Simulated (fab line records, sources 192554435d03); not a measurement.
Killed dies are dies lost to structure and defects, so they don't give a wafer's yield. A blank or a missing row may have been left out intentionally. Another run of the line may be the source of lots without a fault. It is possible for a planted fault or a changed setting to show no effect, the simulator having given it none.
fab line records ; flow n5-finfet
record lots=10; wafers=30; last-day=19
route steps=1938 shown BEOL_M0_SAQP@659 BEOL_M4@1111
lots that met no fault: taken from a fault-free run of the same line
start-h: hours from the record's opening day to when the first of the lot's shown wafers began ; wait-h: hours elapsed since this lot's preceding step ; " identical to the entry in the row above ; L1.1+2: one row covering several wafers at once ; - no value, or no start given ; * or withheld: withheld ; < > ~ a bound
route shown NAME@n: a module of which the file shows steps, and the number in the route of the first ; usual: average and standard deviation across the fault-free wafers ; same: alike in all rows ; chamber/n: place in a boat ; sites: the reading at each site ; _std_site: the values' standard deviation ; _edge_site: outer sites' mean less inner sites' ; radius-mm: for every site, how far away it sits from the centre of the wafer ; mask NAME#n: copy n ; behind: the last tool/chamber to shape the wafer ; hold: cause of the lot's hold/its duration in hours/its outcome ; device: whichever transistor did not switch (one of n, p or np) ; end of line: tests of these same wafers at the route's end ; a step without rows: its recipe alone ; killed: count of dies lost to structure and defects at first sort (not the wafer's yield) ; map: a wafer's dies, marking killed ones x, the rest . and places with no die _
set.NAME: setting as actually run; set.NAME@STEP: the setting as run at that earlier step ; model.NAME: the simulator's own value behind a step, which no gauge read
route steps across a sampled set of lots; one table per step, one row per wafer
services: a tool's chamber out of use, with start hour (start-h, from the record's first day; less than 0 if before it), hours out, and reason
## steps
# step N5_BEOL_M0_SAQP_STRIP_86
# recipe chemistry=N2/H2; power-w=500; temp-c=40; pressure-mtorr=50; rf-frequency-hz=6e+07; overash-fraction=0.3; bias-power-w=28; h2-frac=0.5; n2-flow-sccm=300; h2-flow-sccm=300
# usual drypump-motor-current-A=5.5/0.39; oes-product-au=0.78/0.082; rf-vpp-V=122.1/1.5; showerhead-plenum-p-Torr=3.40/0.11; temp-c=39.99/0.1; throttle-valve-pct=19.1/0.46
lot.wafer;tool;chamber;start-h;wait-h;drypump-motor-current-A;oes-product-au;rf-hours-counter-h;rf-vpp-V;showerhead-plenum-p-Torr;temp-c;throttle-valve-pct
L683.1;rie-diel-02;3;135.60;0.1;5.8;0.98;1;124.8;3.59;39.93;18.6
L683.2;rie-diel-02;1;135.60;0.1;6.0;0.89;34;122.4;3.42;40.08;19.2
L683.4;rie-diel-02;0;135.60;0.1;5.6;0.80;94;121.1;3.41;40.01;19.1
L687.3;rie-diel-05;2;157.50;0.1;5.7;0.76;145;121.2;3.22;39.97;19.0
L687.4;rie-diel-05;0;157.50;0.1;5.0;0.67;243;121.6;3.47;39.96;20.2
L687.6;rie-diel-05;0;157.50;0.1;5.0;0.68;-;122.4;3.47;39.78;20.3
L688.2;rie-diel-05;1;161.67;0.2;6.2;0.82;77;125.2;3.42;39.94;19.9
L688.5;rie-diel-05;2;161.67;0.2;5.7;0.74;-;119.1;3.22;40.00;19.0
L688.6;rie-diel-05;1;161.67;0.2;6.2;0.82;-;124.3;3.42;39.96;19.9
L689.1;rie-diel-05;3;170.90;0.1;5.3;0.75;169;119.4;3.20;39.94;18.7
L689.3;rie-diel-05;2;170.90;0.1;5.7;0.76;148;123.1;3.22;39.91;19.1
L689.5;rie-diel-05;3;170.90;0.1;5.4;0.75;-;123.0;3.20;40.12;18.7
L690.2;rie-diel-04;1;176.21;0.1;5.0;0.73;144;122.1;3.48;40.01;18.9
L690.4;rie-diel-04;3;176.21;0.1;5.4;0.67;226;120.3;3.34;39.92;19.3
L690.6;rie-diel-04;0;176.21;0.1;5.5;0.73;-;122.8;3.48;39.99;18.8
L693.1;rie-diel-02;1;189.37;0.1;6.0;0.88;49;124.8;3.41;40.13;19.2
L693.4;rie-diel-02;3;189.37;0.1;5.7;0.91;17;124.4;3.58;39.97;18.6
L693.5;rie-diel-02;1;189.37;0.1;6.0;0.87;-;123.1;3.41;39.93;19.2
L694.1;rie-diel-05;3;194.52;0.1;5.4;0.74;178;121.7;3.20;40.04;18.7
L694.4;rie-diel-05;1;194.52;0.1;6.2;0.81;-;119.3;3.41;39.91;20.0
L694.6;rie-diel-05;2;194.52;0.1;5.7;0.75;-;123.0;3.21;39.92;19.1
L699.4;rie-diel-05;0;232.43;0.2;5.0;0.94;-;120.9;3.46;40.15;19.9
L699.5;rie-diel-05;3;232.43;0.2;5.4;0.73;-;120.6;3.19;39.99;18.7
L699.6;rie-diel-05;2;232.43;0.2;5.7;0.72;-;123.7;3.20;40.16;19.1
L700.1;rie-diel-05;2;241.42;0.1;5.7;0.73;174;119.9;3.20;40.15;19.1
L700.3;rie-diel-05;3;241.42;0.1;5.4;0.73;195;119.9;3.19;39.98;18.8
L700.6;rie-diel-05;1;241.42;0.1;6.2;0.80;-;125.4;3.40;40.04;20.0
L701.1;rie-diel-05;0;249.45;0.1;5.0;0.93;14;122.6;3.46;39.81;20.0
L701.3;rie-diel-05;3;249.45;0.1;5.4;0.72;197;122.3;3.19;39.99;18.7
L701.4;rie-diel-05;2;249.45;0.1;5.7;0.72;177;120.8;3.20;39.85;19.1
# step N5_BEOL_M0_SAQP_SPACER2_ALD_26
# recipe material=SiO2; target-thk-a=150; temp-c=300; ald-precursor-family=BDEAS; ald-co-reactant=O2-plasma; pulse-time-s=1; purge-time-s=2; co-reactant-purge-time-s=2; pressure-torr=2
# usual heater-power-w=472/44; precursor-pulse-height-rel=1.000/0.021
lot.wafer;tool;chamber;start-h;wait-h;heater-power-w;precursor-pulse-height-rel;since-wet-clean-h
L683.1;ald-sin-04;1;137.80;0.1;474;1.012;234
L683.2;ald-sin-04;3;137.80;0.1;508;0.988;234
L683.4;ald-sin-04;0;137.80;0.1;523;1.009;234
L687.3;ald-sin-01;3;160.06;0.1;441;1.027;60
L687.4;ald-sin-01;0;160.06;0.1;454;0.992;60
L687.6;ald-sin-01;1;160.06;0.1;498;0.967;-
L688.2;ald-sin-01;0;165.27;1.5;447;0.996;66
L688.5;ald-sin-01;1;165.27;1.5;492;1.003;-
L688.6;ald-sin-01;2;165.27;1.5;396;0.964;-
L689.1;ald-sin-04;2;173.16;0.1;474;1.017;269
L689.3;ald-sin-04;1;173.16;0.1;475;1.008;269
L689.5;ald-sin-04;1;173.16;0.1;489;0.961;-
L690.2;ald-sin-01;2;178.63;0.2;405;0.948;79
L690.4;ald-sin-01;0;178.63;0.2;451;0.996;79
L690.6;ald-sin-01;0;178.63;0.2;463;0.970;-
L693.1;ald-sin-01;0;191.57;0.1;453;1.045;92
L693.4;ald-sin-01;3;191.57;0.1;444;1.008;92
L693.5;ald-sin-01;2;191.57;0.1;402;1.021;-
L694.1;ald-sin-02;3;196.82;0.1;427;1.013;189
L694.4;ald-sin-02;2;196.82;0.1;570;0.996;189
L694.6;ald-sin-02;0;196.82;0.1;440;0.974;-
L699.4;ald-sin-02;0;235.05;0.1;433;0.998;227
L699.5;ald-sin-02;1;235.05;0.1;483;0.958;-
L699.6;ald-sin-02;2;235.05;0.1;559;1.002;-
L700.1;ald-sin-01;1;244.26;0.5;509;1.022;145
L700.3;ald-sin-01;3;244.26;0.5;462;1.015;145
L700.6;ald-sin-01;1;244.26;0.5;499;0.983;-
L701.1;ald-sin-02;3;252.43;0.1;423;0.969;245
L701.3;ald-sin-02;0;252.43;0.1;448;1.027;245
L701.4;ald-sin-02;2;252.43;0.1;582;0.988;245
# step N5_BEOL_M0_SAQP_CD_MEAS_29
# recipe target-cd-nm=14.4; landing-energy-ev=1000; detector=se-inlens
# usual cd-nm=15.05/0.23
lot.wafer;tool;chamber;start-h;wait-h;cd-nm
L683.1;cd-sem-02;0;138.58;0.1;15.09
L683.2;cd-sem-02;0;138.58;0.1;14.96
L683.4;cd-sem-02;0;138.58;0.1;15.37
L687.3;cd-sem-02;0;160.82;0.1;14.99
L687.4;cd-sem-02;0;160.82;0.1;15.03
L687.6;cd-sem-02;0;160.82;0.1;15.13
L688.2;cd-sem-02;0;166.02;0.1;15.08
L688.5;cd-sem-02;0;166.02;0.1;15.08
L688.6;cd-sem-02;0;166.02;0.1;15.19
L689.1;cd-sem-03;0;173.91;0.1;14.97
L689.3;cd-sem-03;0;173.91;0.1;14.64
L689.5;cd-sem-03;0;173.91;0.1;14.85
L690.2;cd-sem-02;0;179.67;0.1;15.31
L690.4;cd-sem-02;0;179.67;0.1;14.99
L690.6;cd-sem-02;0;179.67;0.1;15.35
L693.1;cd-sem-03;0;192.33;0.1;15.43
L693.4;cd-sem-03;0;192.33;0.1;15.30
L693.5;cd-sem-03;0;192.33;0.1;15.04
L694.1;cd-sem-03;0;197.57;0.1;14.95
L694.4;cd-sem-03;0;197.57;0.1;15.08
L694.6;cd-sem-03;0;197.57;0.1;15.54
L699.4;cd-sem-03;0;235.80;0.1;14.98
L699.5;cd-sem-03;0;235.80;0.1;14.67
L699.6;cd-sem-03;0;235.80;0.1;14.87
L700.1;cd-sem-02;0;245.01;0.1;15.20
L700.3;cd-sem-02;0;245.01;0.1;15.06
L700.6;cd-sem-02;0;245.01;0.1;15.50
L701.1;cd-sem-01;0;253.18;0.1;15.46
L701.3;cd-sem-01;0;253.18;0.1;15.09
L701.4;cd-sem-01;0;253.18;0.1;14.75
# step N5_BEOL_M0_SAQP_COAT_69
# recipe resist=SOC; temp-c=250; time-s=60; spin-rpm=1500; resist-thk-nm=90
# usual resist-line-temp-C=23.01/0.1; spin-speed-rpm=1500.0/0.9
lot.wafer;tool;chamber;start-h;wait-h;resist-line-temp-C;spin-speed-rpm
L683.1;litho-track-04;0;138.62;0.0;23.03;1500.2
L683.2;litho-track-04;0;138.62;0.0;23.06;1499.3
L683.4;litho-track-04;0;138.62;0.0;22.86;1499.1
L687.3;litho-track-05;0;160.86;0.0;23.01;1500.0
L687.4;litho-track-05;0;160.86;0.0;22.91;1500.3
L687.6;litho-track-05;0;160.86;0.0;23.00;1498.9
L688.2;litho-track-04;0;166.06;0.0;23.19;1501.1
L688.5;litho-track-04;0;166.06;0.0;23.19;1500.5
L688.6;litho-track-04;0;166.06;0.0;23.00;1500.4
L689.1;litho-track-05;0;173.94;0.0;23.06;1499.4
L689.3;litho-track-05;0;173.94;0.0;23.05;1500.1
L689.5;litho-track-05;0;173.94;0.0;23.10;1499.9
L690.2;litho-track-05;0;179.71;0.0;23.09;1461.9
L690.4;litho-track-05;0;179.71;0.0;23.06;1462.8
L690.6;litho-track-05;0;179.71;0.0;23.00;1462.2
L693.1;litho-track-05;0;192.37;0.0;22.94;1463.6
L693.4;litho-track-05;0;192.37;0.0;23.03;1463.8
L693.5;litho-track-05;0;192.37;0.0;22.90;1463.9
L694.1;litho-track-05;0;197.61;0.0;23.13;1464.9
L694.4;litho-track-05;0;197.61;0.0;23.15;1464.5
L694.6;litho-track-05;0;197.61;0.0;23.11;1464.4
L699.4;litho-track-02;0;235.83;0.0;23.01;1499.8
L699.5;litho-track-02;0;235.83;0.0;23.17;1499.4
L699.6;litho-track-02;0;235.83;0.0;23.02;1501.0
L700.1;litho-track-04;0;245.05;0.0;22.95;1499.5
L700.3;litho-track-04;0;245.05;0.0;23.05;1499.5
L700.6;litho-track-04;0;245.05;0.0;22.95;1499.8
L701.1;litho-track-02;0;253.21;0.0;22.75;1500.3
L701.3;litho-track-02;0;253.21;0.0;23.07;1501.0
L701.4;litho-track-02;0;253.21;0.0;22.87;1499.3
# step N5_BEOL_M4_RC_MEAS_101
# usual DIBL_N=36.1/1.6; DIBL_P=35.7/1.8; IOFF_N=0.159/0.027; IOFF_P=0.21/0.03; ION_N=673/10; ION_P=462/7.4; SS_N=71.4/0.56; SS_P=73.2/0.61; VT_N=249.7/3; VT_P=-250/3.1
lot.wafer;tool;chamber;start-h;wait-h;DIBL_N[mV/V];DIBL_P[mV/V];IOFF_N[nA/um];IOFF_P[nA/um];ION_N[uA/um];ION_P[uA/um];SS_N[mV/dec];SS_P[mV/dec];VT_N[mV];VT_P[mV]
L683.1;prober-02;0;185.16;0.0;37.9;37.4;0.156;0.19;664;448;71.6;73.6;252.5;-253
L683.2;prober-02;0;185.16;0.0;36.6;35.8;0.136;0.18;662;451;71.7;73.1;253.1;-254
L683.4;prober-02;0;185.16;0.0;39.2;38.7;0.189;0.24;678;458;72.0;73.8;248.9;-251
L687.3;prober-01;0;210.14;0.3;35.6;34.9;0.137;0.18;654;451;71.5;72.7;255.4;-251
L687.4;prober-01;0;210.14;0.3;36.1;36.6;0.155;0.22;670;462;70.7;72.8;249.0;-249
L687.6;prober-01;0;210.14;0.3;34.8;35.5;0.139;0.20;670;466;70.8;73.3;249.9;-250
L688.2;prober-02;0;220.88;0.2;35.7;35.6;0.161;0.20;671;455;71.8;72.6;251.7;-250
L688.5;prober-02;0;220.88;0.2;33.3;33.7;0.131;0.17;672;459;70.0;72.1;255.0;-253
L688.6;prober-02;0;220.88;0.2;36.9;36.3;0.187;0.21;679;455;71.9;73.8;249.4;-249
L689.1;prober-02;0;227.29;0.0;37.7;36.6;0.169;0.22;674;460;71.1;73.6;249.1;-251
L689.3;prober-02;0;227.29;0.0;37.4;37.4;0.162;0.24;676;470;71.4;72.9;249.4;-247
L689.5;prober-02;0;227.29;0.0;36.4;35.7;0.149;0.21;675;462;71.5;73.1;248.8;-248
L690.2;prober-02;0;233.49;0.2;35.6;36.0;0.159;0.20;684;463;71.0;73.1;247.0;-251
L690.4;prober-02;0;233.49;0.2;35.1;35.4;0.149;0.19;673;459;71.8;72.8;249.9;-251
L690.6;prober-02;0;233.49;0.2;37.0;37.4;0.190;0.23;678;464;71.6;73.9;246.2;-249
L693.1;prober-02;0;252.43;0.0;35.3;35.3;0.144;0.19;664;458;70.8;73.9;253.9;-252
L693.4;prober-02;0;252.43;0.0;33.6;33.2;0.117;0.18;641;453;71.1;72.3;256.6;-251
L693.5;prober-02;0;252.43;0.0;34.6;35.1;0.140;0.19;662;454;71.1;74.0;250.2;-251
L694.1;prober-01;0;255.28;0.0;39.8;39.4;0.213;0.26;686;463;72.4;75.0;248.3;-249
L694.4;prober-01;0;255.28;0.0;38.1;36.4;0.185;0.20;687;461;71.5;73.2;247.3;-253
L694.6;prober-01;0;255.28;0.0;38.0;36.1;0.174;0.19;683;456;71.9;73.5;248.9;-253
L699.4;prober-01;0;305.14;0.5;34.9;34.5;0.122;0.17;666;455;71.1;73.3;253.6;-252
L699.5;prober-01;0;305.14;0.5;35.7;36.9;0.148;0.21;683;467;70.8;73.6;250.6;-250
L699.6;prober-01;0;305.14;0.5;36.4;37.7;0.163;0.21;683;465;71.6;73.8;250.1;-251
L700.1;prober-01;0;309.25;0.0;37.1;36.8;0.195;0.23;678;461;71.9;72.9;247.2;-250
L700.3;prober-01;0;309.25;0.0;35.3;34.9;0.147;0.19;672;457;71.5;72.3;251.9;-253
L700.6;prober-01;0;309.25;0.0;36.2;36.0;0.178;0.22;677;463;72.2;72.4;249.4;-250
L701.1;prober-01;0;341.71;0.0;35.2;34.8;0.156;0.22;662;460;71.1;73.1;247.2;-244
L701.3;prober-01;0;341.71;0.0;34.7;33.7;0.139;0.20;670;468;70.9;72.1;251.6;-245
L701.4;prober-01;0;341.71;0.0;36.7;36.9;0.201;0.26;694;482;71.0;73.1;243.3;-242
## services
tool;chamber;start-h;hours;kind
rie-diel-02;3;117.94;-;clean
rie-diel-02;3;117.94;-;consumable-replace:focus-ring
rie-diel-02;3;117.94;-;consumable-replace:showerhead
rie-diel-02;3;117.94;14.9;scheduled-down
rie-diel-05;2;128.71;1.6;repair
rie-diel-05;-;139.60;0.4;repair
ald-sin-02;-;144.29;6.0;pm
litho-track-05;-;153.06;-;consumable-replace:filter
ald-sin-02;0;173.72;1.7;repair
rie-diel-02;-;180.09;1.3;repair
rie-diel-05;0;181.45;-;clean
rie-diel-05;0;181.45;-;consumable-replace:focus-ring
rie-diel-05;0;181.45;24.0;scheduled-down
rie-diel-05;0;181.45;24.0;vent-cycle
ald-sin-01;1;184.53;5.7;repair
ald-sin-02;3;187.52;4.0;repair
litho-track-05;-;212.44;-;consumable-replace:filter
rie-diel-05;1;213.02;4.7;repair
rie-diel-04;1;214.95;6.7;repair
rie-diel-04;1;222.61;13.5;repair
ald-sin-02;3;222.86;5.1;repair
rie-diel-05;1;230.47;5.5;repair
rie-diel-02;1;230.65;2.4;repair
ald-sin-04;1;236.14;5.3;repair
## key
first-sign step=N5_BEOL_M0_SAQP_COAT_69; reading=spin-speed-rpm; direction=down; sigmas=41; usual=*; struck=*
effect none on later readings
met-at N5_BEOL_M0_SAQP_COAT_69
struck-lots L690,L693,L694
not-acting-at N5_BEOL_M0_SAQP_STRIP_86,N5_BEOL_M0_SAQP_SPACER2_ALD_26,N5_BEOL_M0_SAQP_CD_MEAS_29
onset-between 173.94 179.71
fault kind=process-parameter-drift; tool=litho-track-05; chamber=-; onset-h=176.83; steps=N5_BEOL_M0_SAQP_COAT_69; channel=spin-rpm; offset=*; shape=step; end-h=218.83; acts-in=*; stated=*
